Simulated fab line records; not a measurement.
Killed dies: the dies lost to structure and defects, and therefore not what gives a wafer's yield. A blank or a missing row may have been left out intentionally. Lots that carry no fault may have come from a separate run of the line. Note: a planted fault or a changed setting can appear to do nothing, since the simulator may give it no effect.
Chamber matching || flow n5 finfet || 3 sister chambers for N5_FIN_SAQP_PECVD_06 on pecvd-01
The step deposits a-Si from SiH4/He, target thk 60 nm, time 48.1 s. 5 wafers are shown with their chamber, then 8 later ones without.

WAFERS WITH THEIR CHAMBER
{"wafer": "L079.5", "chamber": 0, "throttle valve pct (%)": 19.1, "heater power w (W)": 842}
{"wafer": "L080.1", "chamber": 1, "throttle valve pct (%)": 19.7, "heater power w (W)": 857}
{"wafer": "L080.2", "chamber": 2, "throttle valve pct (%)": 16.7, "heater power w (W)": 1065}
{"wafer": "L080.4", "chamber": 1, "throttle valve pct (%)": 19.1, "heater power w (W)": 853}
{"wafer": "L084.1", "chamber": 0, "throttle valve pct (%)": 19.1, "heater power w (W)": 834}

WAFERS WITH NO CHAMBER GIVEN
{"wafer": "L084.3", "throttle valve pct (%)": 19.1, "heater power w (W)": 888}
{"wafer": "L084.4", "throttle valve pct (%)": 19.2, "heater power w (W)": 829}
{"wafer": "L091.1", "throttle valve pct (%)": 19.1, "heater power w (W)": 824}
{"wafer": "L091.3", "throttle valve pct (%)": 17.0, "heater power w (W)": 966}
{"wafer": "L091.4", "throttle valve pct (%)": 16.8, "heater power w (W)": 985}
{"wafer": "L093.1", "throttle valve pct (%)": 19.2, "heater power w (W)": 870}
{"wafer": "L093.2", "throttle valve pct (%)": 19.2, "heater power w (W)": 822}
{"wafer": "L093.6", "throttle valve pct (%)": 19.0, "heater power w (W)": 809}

WHICH CHAMBER EACH ONE RAN IN
{"wafer": "L084.3", "from the rows above": 1, "in truth": 1}
{"wafer": "L084.4", "from the rows above": 0, "in truth": 0}
{"wafer": "L091.1", "from the rows above": 0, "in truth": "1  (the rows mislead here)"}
{"wafer": "L091.3", "from the rows above": 2, "in truth": 2}
{"wafer": "L091.4", "from the rows above": 2, "in truth": 2}
{"wafer": "L093.1", "from the rows above": 1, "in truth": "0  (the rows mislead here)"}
{"wafer": "L093.2", "from the rows above": 0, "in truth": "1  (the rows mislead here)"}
{"wafer": "L093.6", "from the rows above": 0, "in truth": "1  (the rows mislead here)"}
Placed correctly: 4 of 8. Can't be placed from these rows: 0. Placed wrongly: 4.
How it was worked out, from the rows above alone: a wafer's distance from a chamber is the root of the sum, over the readings, of the square of ((its reading less the chamber's mean) divided by the reading's scatter). If the next closest chamber is less than 2 further off than the closest, the wafer can't be placed; otherwise it belongs to the closest. The mean given for a chamber averages the wafers shown for that chamber. How the scatter is found: for the shown wafers, subtract from each reading the mean of its chamber, square and add these, divide the total by (wafers less chambers), then take the root.
